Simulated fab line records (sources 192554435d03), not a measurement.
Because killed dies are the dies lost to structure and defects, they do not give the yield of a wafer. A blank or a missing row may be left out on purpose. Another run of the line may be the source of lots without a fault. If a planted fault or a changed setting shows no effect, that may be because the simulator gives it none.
Matching of chambers    flow n5_finfet    cmp-02 running N5_MOL_CONTACT_COAG_CMP_23: 4 sister chambers
The step polishes, stops on SiO2, t overpolish 1.5 s, target thk 0 nm. 4 wafers are shown with their chamber, then 10 later ones without.

== EACH WAFER AND ITS CHAMBER ==
wafer   chamber  motor_current_A (A)
L087.3  0        9.1
L087.6  2        8.0
L088.1  3        6.8
L088.3  1        8.5

== WAFERS WHOSE CHAMBER IS MISSING ==
wafer   motor_current_A (A)
L088.4  9.7
L089.3  8.4
L089.4  8.4
L089.5  8.7
L092.1  8.7
L092.4  9.4
L092.6  6.6
L093.1  6.4
L093.2  9.3
L093.6  8.8

== CHAMBER TAKEN BY EACH ==
wafer   from the rows above           in truth
L088.4  0                             0
L089.3  can't be placed: 1 or 2       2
L089.4  can't be placed: 1 or 2       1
L089.5  can't be placed: 1 or 0 or 2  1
L092.1  can't be placed: 1 or 0 or 2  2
L092.4  0                             0
L092.6  3                             3
L093.1  3                             3
L093.2  0                             0
L093.6  can't be placed: 0 or 1 or 2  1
Correctly placed: 5 of 10. Cannot be placed on the basis of these rows: 5; the candidates contain the true chamber in 5. Placed wrongly: 0.
How it was worked out, from the rows above alone: a wafer's distance from a chamber is the root of the sum, over the readings, of the square of ((its reading less the chamber's mean) divided by the reading's scatter). If the next closest chamber is less than 2 further off than the closest, the wafer can't be placed; otherwise it belongs to the closest. For every chamber, the mean is computed from those of its wafers that are shown. The scatter (one wafer shown for each chamber): square how far every hidden wafer sits from the nearest shown wafer, average those squares and take the square root.
